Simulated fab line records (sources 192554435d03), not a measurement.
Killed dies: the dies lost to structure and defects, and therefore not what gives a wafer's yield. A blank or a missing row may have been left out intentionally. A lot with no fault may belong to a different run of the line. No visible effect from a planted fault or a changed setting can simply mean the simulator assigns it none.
fab line records	flow n5-finfet
record lots=6	wafers=16	last-day=18
route steps=1938 shown HKMG_FIN@462 GATE_CUT@465 BEOL_M4@1111
lots untouched by any fault: they come from a run of this same line in which no faults occurred
start-h: the number of hours between the record's first day and the start of the first shown wafer of the lot	wait-h: how many hours have passed since the lot's step before this one	" as in the row above	L1.1+2: several wafers, shown together as one row	- no value, or no start given	* or withheld: withheld	< > ~ a bound
route shown NAME@n: a module of which the file shows steps, and the number in the route of the first	usual: the fault-free wafers' mean and standard deviation	same: alike in all rows	chamber/n: place in a boat	sites: each site's reading	_std_site: their standard deviation	_edge_site: the outer-site mean with the inner-site mean subtracted	radius-mm: for every site, how far away it sits from the centre of the wafer	mask NAME#n: copy n	behind: the most recent tool/chamber to have shaped the wafer	hold: cause of the lot's hold/its duration in hours/its outcome	device: whichever transistor did not switch (one of n, p or np)	end of line: the tests these same wafers got at the end of their route	step lacking rows: just its recipe	killed: dies that structure and defects cost at the first sort, which is not the same as the wafer's yield	map: dies across one wafer; x = killed, . = not, _ = none there
set.NAME: setting as actually run; set.NAME@STEP: the setting as run at that earlier step	model.NAME: the simulator's own value behind a step, which no gauge read
certain route steps with their lots: each step a table, each wafer a row
services: from which hour (start-h, from the record's first day; less than 0 if before it) a tool's chamber was out of use, for how many hours, and why
## steps
# step N5_HKMG_FIN_CMP_94
# recipe stop-on=SiNx	post-cmp-clean=w-dilute-nh4oh	t-overpolish-s=4.7	down-force-psi=4	platen-rpm=50.289	pad-velocity-m-s=1.0006	target-thk-nm=43.299
# step N5_HKMG_FIN_INSPECT_28
# recipe inspect-instrument=darkfield	mode=post-cmp
# usual raw-defect-count=40/17
lot.wafer	tool	chamber	start-h	wait-h	raw-defect-count
L643.2	defect-inspect-01	-	123.16	0.0	107
L643.3	"	-	"	"	51
L645.1	defect-inspect-01	-	136.01	0.0	41
L645.2	"	-	"	"	39
L652.1	defect-inspect-02	-	175.16	0.0	27
L652.4	"	-	"	"	27
L652.6	"	-	"	"	24
L655.1	defect-inspect-01	-	194.76	0.0	43
L655.2	"	-	"	"	55
L655.4	"	-	"	"	66
L657.1	defect-inspect-02	-	209.84	0.0	30
L657.3	"	-	"	"	54
L657.5	"	-	"	"	35
L659.1	defect-inspect-02	-	222.99	0.0	59
L659.3	"	-	"	"	67
L659.6	"	-	"	"	26
# step N5_GATE_CUT_ETCHBACK_00
# recipe chemistry=SF6/Cl2	target=W	pressure-mtorr=8	icp-w=900	bias-w=80	SF6_flow_sccm=40	Cl2_flow_sccm=60
# usual drypump-motor-current-A=5.8/0.57	oes-product-au=0.73/0.12	throttle-valve-pct=27.47/0.23
lot.wafer	tool	chamber	start-h	wait-h	drypump-motor-current-A	oes-product-au	rf-hours-counter-h	throttle-valve-pct
L643.2	rie-metal-03	1	123.24	0.1	6.2	0.60	-	27.88
L643.3	"	1	"	"	6.1	0.61	-	27.87
L645.1	rie-metal-02	1	136.04	0.0	6.0	0.99	0	27.33
L645.2	"	0	"	"	4.8	0.80	35	27.28
L652.1	rie-metal-02	0	175.20	0.0	4.8	0.79	40	27.29
L652.4	"	0	"	"	4.8	0.79	-	27.28
L652.6	"	1	"	"	6.0	0.93	-	27.35
L655.1	rie-metal-01	1	194.80	0.0	5.2	0.80	34	27.16
L655.2	"	0	"	"	6.5	0.64	99	27.50
L655.4	"	0	"	"	6.5	0.64	-	27.52
L657.1	rie-metal-03	0	209.88	0.0	5.5	0.60	127	27.45
L657.3	"	1	"	"	6.1	0.99	-	27.55
L657.5	"	0	"	"	5.5	0.61	-	27.44
L659.1	rie-metal-03	1	223.03	0.0	6.1	0.95	3	27.57
L659.3	"	1	"	"	6.1	0.95	-	27.57
L659.6	"	1	"	"	6.1	0.95	-	27.54
# step N5_GATE_CUT_ETCH_56
# recipe chemistry=Cl2/Ar	target=TiN	target-depth-a=216	pressure-mtorr=10	icp-w=600	bias-w=60	Cl2_flow_sccm=40	Ar_flow_sccm=60
# step N5_GATE_CUT_ETCHBACK_30
# recipe chemistry=Cl2/Ar	target=TiN	target-depth-a=30	mode=isotropic	pressure-mtorr=10	icp-w=600	bias-w=60	Cl2_flow_sccm=40	Ar_flow_sccm=60
# usual drypump-motor-current-A=5.8/0.57	oes-product-au=0.72/0.12	throttle-valve-pct=20.80/0.24
lot.wafer	tool	chamber	start-h	wait-h	drypump-motor-current-A	oes-product-au	rf-hours-counter-h	throttle-valve-pct
L643.2	rie-metal-03	1	123.63	0.1	6.1	0.60	-	21.25
L643.3	"	1	"	"	6.2	0.60	-	21.23
L645.1	rie-metal-02	1	136.25	0.1	6.0	0.98	0	20.67
L645.2	"	0	"	"	4.8	0.81	36	20.67
L652.1	rie-metal-02	0	175.41	0.1	4.8	0.79	40	20.68
L652.4	"	0	"	"	4.8	0.79	-	20.69
L652.6	"	1	"	"	6.0	0.91	-	20.68
L655.1	rie-metal-01	1	195.01	0.1	5.2	0.80	34	20.51
L655.2	"	0	"	"	6.5	0.63	99	20.82
L655.4	"	0	"	"	6.4	0.64	-	20.84
L657.1	rie-metal-03	0	210.09	0.1	5.5	0.60	127	20.74
L657.3	"	1	"	"	6.1	0.97	-	20.87
L657.5	"	0	"	"	5.5	0.61	-	20.75
L659.1	rie-metal-03	1	223.45	0.1	6.1	0.95	3	20.88
L659.3	"	1	"	"	6.2	0.94	-	20.87
L659.6	"	1	"	"	6.1	0.94	-	20.86
# step N5_GATE_CUT_VAPOR_ETCH_60
# recipe chemistry=BCl3/Cl2	target=HfO2	mode=isotropic
# step N5_GATE_CUT_ETCH_58
# recipe chemistry=CH3F/O2	target=SiNx	target-depth-a=170	time-s=128.6	ion-energy-ev=50	pressure-mtorr=30	source-w=415	bias-w=21	Ar_flow_sccm=150	CH3F_flow_sccm=30	O2_flow_sccm=20
# usual CH3F_flow_sccm=30.00/0.099	drypump-motor-current-A=5.9/0.34	oes-product-au=0.78/0.086	rf-vpp-V=99.2/0.84	showerhead-plenum-p-Torr=2.02/0.038	throttle-valve-pct=16.33/0.23
lot.wafer	tool	chamber	start-h	wait-h	CH3F_flow_sccm	drypump-motor-current-A	oes-product-au	rf-hours-counter-h	rf-vpp-V	showerhead-plenum-p-Torr	throttle-valve-pct
L643.2	rie-diel-02	0	123.90	0.2	30.05	5.4	0.83	60	100.2	2.03	16.20
L643.3	"	3	"	"	29.91	5.6	0.76	129	99.3	2.01	16.08
L645.1	rie-diel-02	1	136.34	0.0	30.00	6.4	0.75	158	97.9	2.00	16.53
L645.2	"	2	"	"	30.11	6.3	0.69	249	98.6	2.05	16.77
L652.1	rie-diel-01	1	175.52	0.1	30.02	5.9	0.67	229	97.7	1.97	16.40
L652.4	"	3	"	"	29.83	5.8	0.79	115	99.3	1.93	16.50
L652.6	"	0	"	"	30.09	6.3	0.66	-	99.4	2.05	16.25
L655.1	rie-diel-01	1	195.09	0.0	30.00	5.9	0.68	235	98.9	1.97	16.40
L655.2	"	2	"	"	29.91	5.5	0.68	217	98.4	2.06	16.60
L655.4	"	2	"	"	29.96	5.5	0.68	-	100.2	2.06	16.62
L657.1	rie-diel-05	2	210.17	0.0	29.95	5.5	0.80	71	99.2	2.02	16.18
L657.3	"	1	"	"	30.10	5.8	0.87	47	98.7	2.03	15.96
L657.5	"	0	"	"	30.01	6.0	0.87	-	99.2	2.03	16.40
L659.1	rie-diel-01	3	223.59	0.1	29.94	5.8	0.77	128	99.1	1.92	16.53
L659.3	"	2	"	"	30.02	5.5	0.67	228	99.0	2.05	16.63
L659.6	"	0	"	"	30.02	6.4	0.98	-	98.9	2.05	15.80
# step N5_GATE_CUT_STRIP_59
# recipe chemistry=N2/H2	time-s=20	power-w=100	temp-c=40	pressure-mtorr=100	rf-frequency-hz=6e+07	bias-power-w=3	n2-flow-sccm=300	h2-flow-sccm=300
# usual drypump-motor-current-A=5.9/0.34	oes-product-au=0.77/0.086	rf-vpp-V=45.3/0.84	showerhead-plenum-p-Torr=3.41/0.059	temp-c=40.00/0.1	throttle-valve-pct=12.23/0.26
lot.wafer	tool	chamber	start-h	wait-h	drypump-motor-current-A	oes-product-au	rf-hours-counter-h	rf-vpp-V	showerhead-plenum-p-Torr	temp-c	throttle-valve-pct
L643.2	rie-diel-02	0	124.00	0.1	5.5	0.83	60	44.6	3.43	40.04	12.07
L643.3	"	3	"	"	5.7	0.76	130	45.4	3.39	40.05	12.03
L645.1	rie-diel-02	1	136.44	0.1	6.4	0.75	158	43.7	3.38	39.91	12.51
L645.2	"	2	"	"	6.3	0.69	249	44.9	3.45	40.04	12.61
L652.1	rie-diel-01	1	175.63	0.1	5.9	0.69	229	44.8	3.34	39.75	12.33
L652.4	"	3	"	"	5.8	0.79	115	46.3	3.27	40.04	12.40
L652.6	"	0	"	"	6.3	0.67	-	44.9	3.45	39.95	12.25
L655.1	rie-diel-01	1	195.19	0.1	5.9	0.68	235	45.5	3.33	39.90	12.32
L655.2	"	2	"	"	5.5	0.67	217	46.6	3.48	39.99	12.60
L655.4	"	2	"	"	5.5	0.69	-	46.7	3.48	40.10	12.60
L657.1	rie-diel-05	2	210.27	0.1	5.5	0.81	71	44.9	3.42	40.13	12.07
L657.3	"	1	"	"	5.9	0.87	47	45.7	3.42	39.84	11.77
L657.5	"	0	"	"	6.1	0.85	-	46.2	3.43	39.97	12.19
L659.1	rie-diel-01	3	223.69	0.1	5.8	0.77	128	45.5	3.26	40.13	12.45
L659.3	"	2	"	"	5.5	0.67	228	45.0	3.47	40.05	12.61
L659.6	"	0	"	"	6.3	0.98	-	44.2	3.45	40.23	11.63
# step N5_GATE_CUT_PRECLEAN_31
# recipe temp-c=23	chemistry=DIW	time-s=300
# step N5_GATE_CUT_SRD_32
# recipe time-s=30	temp-c=23	rinse-liquid=diw	dry=ipa-marangoni
# step N5_GATE_CUT_SAC_CAP_01
# recipe material=SiNx	target-thk-a=240	temp-c=400	ald-precursor-family=SiH2I2	ald-co-reactant=N2/H2-plasma	pulse-time-s=1	ald-cycles=480	purge-time-s=2	co-reactant-purge-time-s=2	pressure-torr=2
# usual heater-power-w=829/90	precursor-pulse-height-rel=0.998/0.02
lot.wafer	tool	chamber	start-h	wait-h	heater-power-w	precursor-pulse-height-rel	since-wet-clean-h
L643.2	ald-sin-01	1	124.22	0.0	726	1.001	25
L643.3	"	3	"	"	703	0.999	25
L645.1	ald-sin-01	1	137.05	0.4	715	0.962	37
L645.2	"	2	"	"	843	1.012	37
L652.1	ald-sin-03	0	175.87	0.1	879	0.978	168
L652.4	"	3	"	"	823	1.003	168
L652.6	"	2	176.95	1.1	1007	1.054	-
L655.1	ald-sin-01	2	195.41	0.0	848	0.971	96
L655.2	"	3	"	"	715	0.992	96
L655.4	"	1	"	"	731	0.995	96
L657.1	ald-sin-01	1	210.49	0.0	721	0.996	111
L657.3	"	0	"	"	919	1.020	111
L657.5	"	2	211.57	1.1	820	1.008	-
L659.1	ald-sin-03	2	224.07	0.2	1025	0.968	217
L659.3	"	0	"	"	892	0.995	217
L659.6	"	2	225.15	1.3	1009	0.999	-
# step N5_GATE_CUT_PECVD_57
# recipe material=SiNx	target-thk-a=210	temp-c=400	precursor=SiH4/NH3/N2	pressure-torr=1.5	rf-w=300
# usual heater-power-w=775/110	showerhead-plenum-p-Torr=5.08/0.053	throttle-valve-pct=39.8/2.5
lot.wafer	tool	chamber	start-h	wait-h	heater-power-w	showerhead-plenum-p-Torr	since-wet-clean-h	throttle-valve-pct	model.SiNx_of_GATE_CUT_PECVD_57.thk-nm
L643.2	pecvd-04	2	126.41	1.1	846	5.03	483	38.5	15
L643.3	"	1	"	"	874	5.09	-	38.5	15.4
L645.1	pecvd-04	0	139.24	1.1	823	5.18	843	40.1	20.6
L645.2	"	2	"	"	1002	5.03	496	38.4	15.2
L652.1	pecvd-03	2	178.06	1.1	587	5.04	2151	38.1	20.6
L652.4	"	0	"	"	816	5.05	-	43.8	21.4
L652.6	"	1	"	"	702	5.11	-	43.4	21
L655.1	pecvd-03	0	197.60	1.1	816	5.05	720	44.0	20.6
L655.2	"	1	"	"	761	5.09	1445	43.2	20.8
L655.4	"	2	"	"	652	5.04	-	38.1	21.2
L657.1	pecvd-04	2	212.68	1.1	857	5.01	569	38.9	21.2
L657.3	"	1	"	"	892	5.09	1642	38.5	21
L657.5	"	1	"	"	905	5.09	-	38.5	21.4
L659.1	pecvd-03	1	226.26	1.1	687	5.10	1474	43.3	20.8
L659.3	"	0	"	"	821	5.04	-	44.2	21.2
L659.6	"	0	"	"	814	5.04	-	43.8	21.2
# step N5_GATE_CUT_CMP_02
# recipe stop-on=SiO2	t-overpolish-s=12.7	post-cmp-clean=alkaline-brush	down-force-psi=2.5	platen-rpm=51.8	pad-velocity-m-s=1.0307	target-thk-nm=0
# usual head-pressure-psi=2.500/0.0052	motor-current-A=9.0/1	time-to-endpoint-s=25.5/2
lot.wafer	tool	chamber	start-h	wait-h	head-pressure-psi	motor-current-A	time-to-endpoint-s
L643.2	cmp-04	1	126.51	0.1	2.503	10.1	18.7
L643.3	"	0	"	"	2.502	8.2	18.4
L645.1	cmp-04	1	139.32	0.1	2.502	9.8	22.0
L645.2	"	0	"	"	2.506	8.5	17.3
L652.4	cmp-01	3	178.15	0.0	2.498	7.7	28.7
L652.1	"	2	"	"	2.495	9.8	26.0
L652.6	"	3	"	"	2.496	7.5	26.3
L655.1	cmp-01	3	197.71	0.1	2.501	8.0	27.7
L655.2	"	0	"	"	2.496	9.5	26.4
L655.4	"	1	"	"	2.496	9.3	24.9
L657.1	cmp-01	1	212.75	0.1	2.498	9.7	28.1
L657.3	"	3	"	"	2.497	7.8	30.1
L657.5	"	2	"	"	2.503	9.5	26.6
L659.3	cmp-01	3	226.43	0.1	2.503	7.7	28.0
L659.1	"	0	"	"	2.506	9.4	24.1
L659.6	"	2	"	"	2.503	9.7	24.7
# step N5_BEOL_M4_RC_MEAS_101
# usual DIBL_N=36.4/1.4	DIBL_P=36.3/1.8	IOFF_N=0.163/0.024	IOFF_P=0.21/0.034	ION_N=673/11	ION_P=461/7.4	SS_N=71.6/0.52	SS_P=73.3/0.58	VT_N=249.4/2.5	VT_P=-250/3.5
lot.wafer	tool	chamber	start-h	wait-h	DIBL_N[mV/V]	DIBL_P[mV/V]	IOFF_N[nA/um]	IOFF_P[nA/um]	ION_N[uA/um]	ION_P[uA/um]	SS_N[mV/dec]	SS_P[mV/dec]	VT_N[mV]	VT_P[mV]
L643.2	prober-01	0	209.53	0.2	35.7	37.6	0.168	0.22	668	455	71.9	73.5	249.8	-252
L643.3	"	0	"	"	35.8	37.3	0.170	0.23	674	460	71.6	73.3	250.7	-249
L645.1	prober-01	0	224.94	0.0	35.1	35.1	0.141	0.18	661	451	71.4	73.3	252.1	-255
L645.2	"	0	"	"	35.3	36.1	0.152	0.20	667	458	71.4	72.9	250.6	-251
L652.1	prober-02	0	261.05	0.0	34.6	32.7	0.121	0.16	655	447	71.0	72.4	251.4	-255
L652.4	"	0	"	"	34.6	32.4	0.115	0.16	654	450	72.2	72.7	253.5	-251
L652.6	"	0	"	"	36.9	35.5	0.153	0.19	672	457	72.0	73.4	249.1	-252
L655.1	prober-02	0	283.19	0.0	37.8	37.7	0.169	0.22	681	460	71.9	73.9	251.2	-252
L655.2	"	0	"	"	37.1	37.0	0.157	0.20	681	460	71.5	73.7	251.3	-251
L655.4	"	0	"	"	35.8	35.7	0.136	0.18	669	460	70.8	73.6	252.2	-252
L657.1	prober-02	0	303.08	0.0	36.6	37.1	0.174	0.23	684	471	71.2	73.2	246.6	-247
L657.3	"	0	"	"	34.5	33.6	0.128	0.18	667	461	70.7	71.8	250.9	-250
L657.5	"	0	"	"	37.4	37.7	0.185	0.24	687	471	71.4	72.7	246.8	-248
L659.1	prober-01	0	305.94	0.0	40.2	38.5	0.211	0.29	689	475	72.2	73.4	247.9	-243
L659.3	"	0	"	"	39.1	37.0	0.180	0.26	666	461	72.6	73.1	249.2	-245
L659.6	"	0	"	"	40.0	37.8	0.204	0.29	683	471	72.2	74.0	246.8	-245
## services
tool	chamber	start-h	hours	kind
ald-sin-01	0	100.18	-	clean
ald-sin-01	1	100.18	-	clean
ald-sin-01	2	100.18	-	clean
ald-sin-01	3	100.18	-	clean
rie-metal-01	1	105.88	5.3	repair
rie-metal-03	0	123.14	25.4	repair
pecvd-04	-	127.70	0.8	pm
rie-diel-01	3	147.65	1.5	repair
ald-sin-01	0	159.33	3.7	repair
rie-metal-01	1	162.67	5.4	repair
rie-metal-03	1	172.00	-	clean
rie-metal-03	1	172.00	22.1	scheduled-down
rie-metal-03	1	172.00	22.1	vent-cycle
rie-diel-02	3	191.01	10.1	repair
rie-diel-01	0	196.11	-	clean
rie-diel-01	0	196.11	-	consumable-replace:focus-ring
rie-diel-01	0	196.11	21.7	scheduled-down
rie-diel-01	0	196.11	21.7	vent-cycle
pecvd-04	-	200.20	0.3	repair
rie-metal-02	-	205.59	28.1	pm
rie-diel-05	1	210.89	6.7	repair
rie-metal-03	0	219.62	-	clean
rie-metal-03	0	219.62	13.4	scheduled-down
rie-metal-03	0	219.62	13.4	vent-cycle
## key
first-sign step=N5_GATE_CUT_CMP_02	reading=time-to-endpoint-s	direction=down	sigmas=3.7	usual=*	struck=*
effect none on later readings
model-effect step=N5_GATE_CUT_PECVD_57	value=SiNx_of_GATE_CUT_PECVD_57.thk-nm	without=20.8	struck=15.2
met-at N5_GATE_CUT_PECVD_57
struck-wafers L643.2,L643.3,L645.2
fault kind=process-parameter-drift	tool=pecvd-04	chamber=-	onset-h=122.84	steps=N5_GATE_CUT_PECVD_57	channel=target-thk-a	offset=*	shape=step	end-h=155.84	scope=struck-wafers-only	acts-in=*	stated=*
